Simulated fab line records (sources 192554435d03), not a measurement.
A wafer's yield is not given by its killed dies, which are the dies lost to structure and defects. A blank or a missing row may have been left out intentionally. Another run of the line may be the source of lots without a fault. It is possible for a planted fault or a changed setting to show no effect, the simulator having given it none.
The tool behind it: which one?	flow n5_finfet	72 wafers from 24 lots sampled at 6 of the route's 1938 steps

WHAT EACH GAUGE READ, for each wafer
N5_BEOL_M5_THK_MEAS_01.
lot	measured	on	M5_ILD_THK (nm)
L075	day 7 18:11	film_metro-02	121.7 120.5 123.8
L074	day 7 18:40	film_metro-01	120.8 119.9 124.2
L076	day 8 14:35	film_metro-01	121.4 123.2 125.3
L077	day 8 19:17	film_metro-02	122.3 123.5 125.8
L078	day 8 20:24	film_metro-02	121.0 122.1 122.7
L079	day 9 01:54	film_metro-01	120.1 120.5 115.1
L080	day 9 09:28	film_metro-01	118.5 120.2 123.2
L081	day 9 22:13	film_metro-01	122.0 119.6 123.7
L082	day 10 01:36	film_metro-01	123.5 122.6 124.7
L083	day 10 03:38	film_metro-01	122.5 123.4 125.1
L084	day 10 05:26	film_metro-01	123.0 121.5 124.8
L086	day 10 22:38	film_metro-01	120.1 122.2 124.3
L087	day 11 00:56	film_metro-02	119.9 122.2 121.2
L085	day 11 03:36	film_metro-01	121.3 121.4 122.4
L088	day 11 04:54	film_metro-01	121.1 123.2 120.9
L089	day 12 04:09	film_metro-02	120.5 123.4 121.6
L090	day 12 07:25	film_metro-02	119.3 122.2 121.0
L091	day 12 14:28	film_metro-02	121.5 121.0 123.7
L093	day 13 01:48	film_metro-01	121.5 123.0 123.7
L094	day 13 10:00	film_metro-02	118.1 121.8 119.6
L092	day 13 09:40	film_metro-02	121.6 123.4 123.7
L095	day 13 19:10	film_metro-02	120.4 120.3 122.6
L096	day 14 09:25	film_metro-02	118.9 123.5 121.2
L097	day 14 14:52	film_metro-02	120.6 122.8 123.2

N5_BEOL_M5_CD_MEAS_18: pitch 56 nm, target cd 28 nm.
lot	measured	on	cd_nm (nm)
L075	day 7 19:47	cd_sem-02	28.3 28.5 28.3
L074	day 7 20:14	cd_sem-01	29.2 28.3 28.8
L076	day 8 16:19	cd_sem-02	27.9 28.3 27.8
L077	day 8 20:40	cd_sem-01	28.5 28.1 28.0
L078	day 8 23:19	cd_sem-03	27.6 28.6 27.8
L079	day 9 03:37	cd_sem-01	28.7 27.9 28.6
L080	day 9 13:44	cd_sem-01	27.8 28.0 27.9
L081	day 9 23:40	cd_sem-01	28.8 28.8 28.1
L082	day 10 05:05	cd_sem-01	28.2 28.2 28.2
L083	day 10 05:44	cd_sem-03	28.1 27.8 27.7
L084	day 10 07:12	cd_sem-02	28.5 27.7 28.5
L086	day 11 00:37	cd_sem-02	28.4 28.4 28.4
L087	day 11 02:28	cd_sem-01	28.2 27.5 27.8
L085	day 11 05:14	cd_sem-02	27.0 27.7 28.1
L088	day 11 06:15	cd_sem-02	27.2 28.1 28.1
L089	day 12 07:38	cd_sem-01	27.9 27.9 27.3
L090	day 12 09:16	cd_sem-01	27.9 28.8 28.3
L091	day 12 17:55	cd_sem-02	28.3 28.3 28.5
L093	day 13 03:13	cd_sem-03	28.2 28.3 28.1
L094	day 13 11:55	cd_sem-03	28.1 27.7 28.6
L092	day 13 11:55	cd_sem-02	27.6 28.3 29.1
L095	day 13 22:05	cd_sem-02	28.0 27.6 28.6
L096	day 14 10:31	cd_sem-03	28.4 27.8 28.4
L097	day 14 18:28	cd_sem-03	28.0 27.4 28.4

EACH LOT AND THE TOOL THAT RAN IT (in order: tool; ch and the chambers of the sampled wafers; start)
lot	N5_BEOL_M4_SPUTTER_88	N5_BEOL_M4_ANNEAL_93	N5_BEOL_M5_ILD_DEP_00	N5_BEOL_M5_ETCH_61
L075	pvd_sputter-01, day 7 14:40	pvd_sputter-01, day 7 15:11	pecvd-04 ch 0,1, day 7 17:37	rie_diel-03 ch 0,1,2, day 7 19:24
L074	pvd_sputter-02, day 7 14:51	pvd_sputter-02, day 7 15:22	pecvd-02 ch 0,2, day 7 18:01	rie_diel-02 ch 1,2, day 7 19:51
L076	pvd_sputter-01, day 8 10:08	pvd_sputter-01, day 8 10:39	pecvd-03 ch 0,1,2, day 8 13:32	rie_diel-02 ch 0,1,2, day 8 15:57
L077	pvd_sputter-02, day 8 15:46	pvd_sputter-02, day 8 16:17	pecvd-03 ch 1,2, day 8 18:43	rie_diel-03 ch 1,2,3, day 8 20:17
L078	pvd_sputter-03, day 8 16:49	pvd_sputter-03, day 8 17:20	pecvd-03 ch 0,2, day 8 19:50	rie_diel-03 ch 1,2,3, day 8 22:55
L079	pvd_sputter-02, day 8 22:18	pvd_sputter-02, day 8 22:49	pecvd-04 ch 0,1,2, day 9 01:19	rie_diel-02 ch 0,1,2, day 9 03:14
L080	pvd_sputter-02, day 9 05:53	pvd_sputter-02, day 9 06:24	pecvd-02 ch 0,1,2, day 9 08:53	rie_diel-01 ch 2,3, day 9 13:07
L081	pvd_sputter-01, day 9 18:41	pvd_sputter-01, day 9 19:13	pecvd-04 ch 1,2, day 9 21:38	rie_diel-03 ch 0,1,3, day 9 23:04
L082	pvd_sputter-01, day 9 21:33	pvd_sputter-01, day 9 22:04	pecvd-04 ch 1,2, day 10 01:02	rie_diel-02 ch 0,3, day 10 04:37
L083	pvd_sputter-02, day 10 00:05	pvd_sputter-02, day 10 00:36	pecvd-03 ch 0,1,2, day 10 03:04	rie_diel-01 ch 0,1,2, day 10 05:19
L084	pvd_sputter-03, day 10 01:53	pvd_sputter-03, day 10 02:24	pecvd-03 ch 0,2, day 10 04:51	rie_diel-01 ch 1,2, day 10 06:49
L086	pvd_sputter-03, day 10 18:55	pvd_sputter-03, day 10 19:26	pecvd-03 ch 0,2, day 10 22:04	rie_diel-03 ch 0,2,3, day 11 00:05
L087	pvd_sputter-02, day 10 21:23	pvd_sputter-02, day 10 21:55	pecvd-02 ch 0,1,2, day 11 00:22	rie_diel-02 ch 0,1,3, day 11 02:05
L085	pvd_sputter-01, day 11 00:03	pvd_sputter-01, day 11 00:34	pecvd-02 ch 0,1, day 11 02:59	rie_diel-02 ch 0,2,3, day 11 04:50
L088	pvd_sputter-02, day 11 01:10	pvd_sputter-02, day 11 01:41	pecvd-02 ch 0,1, day 11 04:19	rie_diel-02 ch 2,3, day 11 05:47
L089	pvd_sputter-03, day 12 00:38	pvd_sputter-03, day 12 01:10	pecvd-02 ch 1,2, day 12 03:35	rie_diel-03 ch 1,3, day 12 07:16
L090	pvd_sputter-01, day 12 03:54	pvd_sputter-01, day 12 04:25	pecvd-02 ch 0,1,2, day 12 06:50	rie_diel-02 ch 1,3, day 12 08:47
L091	pvd_sputter-03, day 12 10:53	pvd_sputter-03, day 12 11:29	pecvd-02 ch 1,2, day 12 13:54	rie_diel-02 ch 1,2, day 12 17:28
L093	pvd_sputter-03, day 12 22:17	pvd_sputter-03, day 12 22:49	pecvd-02 ch 0,1,2, day 13 01:14	rie_diel-01 ch 0,1, day 13 02:50
L094	pvd_sputter-03, day 13 05:56	pvd_sputter-03, day 13 06:28	pecvd-03 ch 0,1, day 13 08:57	rie_diel-01 ch 0,2, day 13 11:31
L092	pvd_sputter-01, day 13 06:05	pvd_sputter-01, day 13 06:37	pecvd-03 ch 0,2, day 13 09:06	rie_diel-03 ch 0,1,3, day 13 11:30
L095	pvd_sputter-02, day 13 15:10	pvd_sputter-02, day 13 15:41	pecvd-04 ch 0,1,2, day 13 18:06	rie_diel-03 ch 1,2, day 13 21:41
L096	pvd_sputter-03, day 14 05:31	pvd_sputter-03, day 14 06:02	pecvd-03 ch 0,2, day 14 08:50	rie_diel-01 ch 0,1,3, day 14 10:08
L097	pvd_sputter-03, day 14 11:09	pvd_sputter-03, day 14 11:40	pecvd-02 ch 0,2, day 14 14:17	rie_diel-03 ch 1,2,3, day 14 18:05
- N5_BEOL_M4_SPUTTER_88: material Cu, target thk 4.5 nm, time 8.29 s.
- N5_BEOL_M4_ANNEAL_93: time 240 s.
- N5_BEOL_M5_ILD_DEP_00: deposits SiCOH lowk from DEMS/porogen, target thk 140.64 nm, time 25.9 s.
- N5_BEOL_M5_ETCH_61: etches SiARC in CF4, target depth 15.6 nm, time 26 s.

WHAT THE TOOLS THEMSELVES READ (means of the sampled wafers that have a number; where no wafer has one, the mark that the record gives instead)
N5_BEOL_M4_SPUTTER_88.
lot	tool	chuck_gas_flow_sccm (sccm)	throttle_valve_pct (%)
L075	pvd_sputter-01	1.28	29.4
L074	pvd_sputter-02	1.23	29.0
L076	pvd_sputter-01	1.30	29.9
L077	pvd_sputter-02	1.25	29.4
L078	pvd_sputter-03	1.24	31.1
L079	pvd_sputter-02	1.27	28.8
L080	pvd_sputter-02	1.30	29.8
L081	pvd_sputter-01	1.26	30.0
L082	pvd_sputter-01	1.21	30.3
L083	pvd_sputter-02	1.30	29.8
L084	pvd_sputter-03	1.28	30.3
L086	pvd_sputter-03	1.24	31.0
L087	pvd_sputter-02	1.23	29.7
L085	pvd_sputter-01	1.34	30.2
L088	pvd_sputter-02	1.26	28.9
L089	pvd_sputter-03	1.24	31.0
L090	pvd_sputter-01	1.31	30.0
L091	pvd_sputter-03	1.26	29.3
L093	pvd_sputter-03	1.34	30.9
L094	pvd_sputter-03	1.30	29.7
L092	pvd_sputter-01	1.25	30.0
L095	pvd_sputter-02	1.26	28.7
L096	pvd_sputter-03	1.28	30.1
L097	pvd_sputter-03	1.22	30.4

N5_BEOL_M4_ANNEAL_93.
lot	tool	heater_power_w (W)
L075	pvd_sputter-01	780
L074	pvd_sputter-02	919
L076	pvd_sputter-01	805
L077	pvd_sputter-02	853
L078	pvd_sputter-03	827
L079	pvd_sputter-02	884
L080	pvd_sputter-02	882
L081	pvd_sputter-01	805
L082	pvd_sputter-01	819
L083	pvd_sputter-02	889
L084	pvd_sputter-03	829
L086	pvd_sputter-03	846
L087	pvd_sputter-02	845
L085	pvd_sputter-01	801
L088	pvd_sputter-02	886
L089	pvd_sputter-03	792
L090	pvd_sputter-01	766
L091	pvd_sputter-03	844
L093	pvd_sputter-03	792
L094	pvd_sputter-03	866
L092	pvd_sputter-01	765
L095	pvd_sputter-02	831
L096	pvd_sputter-03	800
L097	pvd_sputter-03	775

N5_BEOL_M5_ILD_DEP_00.
lot	tool	heater_power_w (W)	rf_fwd_power_W (W)	showerhead_plenum_p_Torr (Torr)	throttle_valve_pct (%)
L075	pecvd-04	257	492.0	5.746	14.0
L074	pecvd-02	258	495.8	5.751	14.1
L076	pecvd-03	351	496.0	5.747	13.7
L077	pecvd-03	410	496.7	5.744	13.7
L078	pecvd-03	357	493.8	5.747	14.3
L079	pecvd-04	277	496.3	5.738	13.9
L080	pecvd-02	261	495.2	5.745	13.9
L081	pecvd-04	326	496.3	5.740	13.0
L082	pecvd-04	310	493.6	5.736	13.0
L083	pecvd-03	354	493.5	5.755	13.9
L084	pecvd-03	365	493.9	5.759	13.9
L086	pecvd-03	372	495.9	5.746	14.1
L087	pecvd-02	266	495.6	5.741	13.5
L085	pecvd-02	283	495.4	5.734	13.9
L088	pecvd-02	273	495.7	5.739	14.0
L089	pecvd-02	233	495.6	5.740	13.3
L090	pecvd-02	256	495.2	5.745	13.6
L091	pecvd-02	238	496.4	5.732	13.2
L093	pecvd-02	258	494.9	5.741	13.6
L094	pecvd-03	335	492.6	5.742	14.2
L092	pecvd-03	354	492.4	5.751	14.2
L095	pecvd-04	279	494.4	5.731	14.2
L096	pecvd-03	358	493.3	5.744	14.2
L097	pecvd-02	259	496.4	5.756	13.1

N5_BEOL_M5_ETCH_61.
lot	tool	drypump_motor_current_A (A)	etch_rf_on_time_s (s)	oes_product_au (a.u.)	rf_fwd_power_W (W)	rf_vpp_V (V)	showerhead_plenum_p_Torr (Torr)	throttle_valve_pct (%)
L075	rie_diel-03	5.5	25.5	0.63	531.6	183.9	2.15	15.90
L074	rie_diel-02	5.8	25.7	0.62	533.1	184.0	2.06	15.62
L076	rie_diel-02	5.7	26.1	0.65	533.0	183.7	2.09	15.58
L077	rie_diel-03	5.4	25.3	0.62	531.5	184.6	2.12	15.84
L078	rie_diel-03	5.4	25.1	0.63	529.6	183.0	2.12	15.83
L079	rie_diel-02	5.7	26.4	0.64	534.7	183.0	2.09	15.59
L080	rie_diel-01	6.0	25.8	0.61	531.6	184.3	2.14	16.01
L081	rie_diel-03	5.5	25.4	0.63	530.9	184.4	2.12	15.90
L082	rie_diel-02	5.3	27.3	0.71	533.2	183.4	2.15	15.45
L083	rie_diel-01	6.0	25.7	0.65	531.2	183.5	2.11	15.67
L084	rie_diel-01	6.3	25.5	0.60	530.3	183.4	2.06	15.72
L086	rie_diel-03	5.3	25.6	0.61	532.4	184.5	2.16	15.94
L087	rie_diel-02	5.7	26.3	0.69	532.6	183.2	2.16	15.48
L085	rie_diel-02	5.4	26.5	0.68	533.4	184.0	2.13	15.51
L088	rie_diel-02	5.6	26.1	0.65	531.7	184.0	2.10	15.56
L089	rie_diel-03	5.3	25.3	0.61	531.1	184.3	2.08	15.86
L090	rie_diel-02	5.7	26.8	0.68	533.0	184.5	2.20	15.40
L091	rie_diel-02	6.0	25.8	0.60	531.9	183.7	2.09	15.64
L093	rie_diel-01	6.2	25.4	0.82	532.8	185.1	2.25	15.20
L094	rie_diel-01	5.6	25.9	0.74	532.8	185.1	2.14	15.47
L092	rie_diel-03	5.5	25.2	0.69	530.6	183.7	2.11	15.78
L095	rie_diel-03	5.6	25.3	0.69	529.7	182.9	2.08	15.73
L096	rie_diel-01	6.2	25.9	0.70	532.0	184.8	2.22	15.47
L097	rie_diel-03	5.3	25.3	0.68	530.7	183.7	2.11	15.74

THE ANSWER, worked out from the rows above alone
Rule: usual is defined by the lots themselves. Put in order of their means at a reading, lots are off if they are a third of the lots or fewer, leave a main group of 4 or more, and stand apart from it by a gap of 3 or more times the standard deviation of the main group's means; of several such gaps the widest counts. A main group is skipped when, at the precision printed for the reading in the tables above, its means are all equal. Also off: a lot with no number at a reading for which 4 or more lots have one. All remaining lots with rows at the step are treated as sound. The gauges are gone through in route order, then the tools' own readings, and for those a lot's mean is taken as printed above. At the first step where some lot is off, the reading lying furthest off is the one used; lots without a number count as furthest.
Nothing can be told from this: no lot is off at any reading shown.

WHAT THE SIMULATOR PUT IN
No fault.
